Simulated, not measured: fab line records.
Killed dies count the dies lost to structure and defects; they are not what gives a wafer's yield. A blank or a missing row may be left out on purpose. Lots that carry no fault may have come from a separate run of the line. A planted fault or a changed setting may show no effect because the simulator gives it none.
Matching of chambers / flow n5_finfet / N5_MOL_CONTACT_COAG_ETCHBACK_135 on rie_diel-03: 4 sister chambers
The step etches SiO2 in CHF3, target depth 25 nm, time 16.7 s. 16 wafers are shown with their chamber, then 8 later ones without.

WAFERS PAIRED WITH THEIR CHAMBERS
wafer=L076.1; chamber=2; drypump_motor_current_A (A)=5.6; throttle_valve_pct (%)=18.81; rf_vpp_V (V)=533
wafer=L076.4; chamber=3; drypump_motor_current_A (A)=6.0; throttle_valve_pct (%)=18.53; rf_vpp_V (V)=534
wafer=L076.6; chamber=0; drypump_motor_current_A (A)=5.4; throttle_valve_pct (%)=18.75; rf_vpp_V (V)=540
wafer=L077.2; chamber=0; drypump_motor_current_A (A)=5.4; throttle_valve_pct (%)=18.75; rf_vpp_V (V)=539
wafer=L077.4; chamber=1; drypump_motor_current_A (A)=6.2; throttle_valve_pct (%)=18.40; rf_vpp_V (V)=524
wafer=L077.6; chamber=3; drypump_motor_current_A (A)=6.0; throttle_valve_pct (%)=18.55; rf_vpp_V (V)=533
wafer=L078.1; chamber=1; drypump_motor_current_A (A)=6.2; throttle_valve_pct (%)=18.42; rf_vpp_V (V)=524
wafer=L078.3; chamber=0; drypump_motor_current_A (A)=5.4; throttle_valve_pct (%)=18.78; rf_vpp_V (V)=540
wafer=L078.4; chamber=3; drypump_motor_current_A (A)=6.0; throttle_valve_pct (%)=18.56; rf_vpp_V (V)=532
wafer=L079.2; chamber=1; drypump_motor_current_A (A)=6.1; throttle_valve_pct (%)=18.42; rf_vpp_V (V)=523
wafer=L079.3; chamber=3; drypump_motor_current_A (A)=6.0; throttle_valve_pct (%)=18.53; rf_vpp_V (V)=534
wafer=L079.6; chamber=3; drypump_motor_current_A (A)=6.0; throttle_valve_pct (%)=18.55; rf_vpp_V (V)=534
wafer=L082.1; chamber=2; drypump_motor_current_A (A)=5.6; throttle_valve_pct (%)=18.86; rf_vpp_V (V)=534
wafer=L082.5; chamber=0; drypump_motor_current_A (A)=5.4; throttle_valve_pct (%)=18.77; rf_vpp_V (V)=540
wafer=L082.6; chamber=3; drypump_motor_current_A (A)=6.0; throttle_valve_pct (%)=18.56; rf_vpp_V (V)=533
wafer=L083.2; chamber=0; drypump_motor_current_A (A)=5.4; throttle_valve_pct (%)=18.78; rf_vpp_V (V)=539

SIGNATURES, as means of the wafers listed above
reading=drypump_motor_current_A; chamber 0=5.400; chamber 1=6.167; chamber 2=5.600; chamber 3=6.000; scatter within a chamber=0.0236
reading=throttle_valve_pct; chamber 0=18.7660; chamber 1=18.4133; chamber 2=18.8350; chamber 3=18.5467; scatter within a chamber=0.0168
reading=rf_vpp_V; chamber 0=539.60; chamber 1=523.67; chamber 2=533.50; chamber 3=533.33; scatter within a chamber=0.689
Rule: a wafer lies at a distance from a chamber equal to the root of the sum of squares, over the readings, of (its reading less the chamber's mean, divided by the reading's scatter). The wafer belongs to the nearest chamber; if the next one is less than 2 further off, it can't be placed. The scatter: the root of (the sum of the squares of (reading less its chamber's mean) over the shown wafers, divided by (wafers less chambers)).

WAFERS WHOSE CHAMBER IS MISSING
wafer=L083.4; drypump_motor_current_A (A)=6.2; throttle_valve_pct (%)=18.43; rf_vpp_V (V)=524
wafer=L083.6; drypump_motor_current_A (A)=5.6; throttle_valve_pct (%)=18.86; rf_vpp_V (V)=533
wafer=L087.2; drypump_motor_current_A (A)=5.6; throttle_valve_pct (%)=18.85; rf_vpp_V (V)=533
wafer=L087.5; drypump_motor_current_A (A)=5.6; throttle_valve_pct (%)=18.86; rf_vpp_V (V)=533
wafer=L087.6; drypump_motor_current_A (A)=6.0; throttle_valve_pct (%)=18.57; rf_vpp_V (V)=534
wafer=L096.1; drypump_motor_current_A (A)=5.4; throttle_valve_pct (%)=18.34; rf_vpp_V (V)=548
wafer=L096.5; drypump_motor_current_A (A)=5.6; throttle_valve_pct (%)=18.90; rf_vpp_V (V)=532
wafer=L096.6; drypump_motor_current_A (A)=5.4; throttle_valve_pct (%)=18.36; rf_vpp_V (V)=548

WHICH CHAMBER EACH ONE RAN IN
wafer=L083.4; from the rows above=1; in truth=1
wafer=L083.6; from the rows above=2; in truth=2
wafer=L087.2; from the rows above=2; in truth=2
wafer=L087.5; from the rows above=2; in truth=2
wafer=L087.6; from the rows above=3; in truth=3
wafer=L096.1; from the rows above=0; in truth=0
wafer=L096.5; from the rows above=2; in truth=2
wafer=L096.6; from the rows above=0; in truth=0
Placed correctly: 8 of 8. Left unplaced by these rows: 0. Placed wrongly: 0.
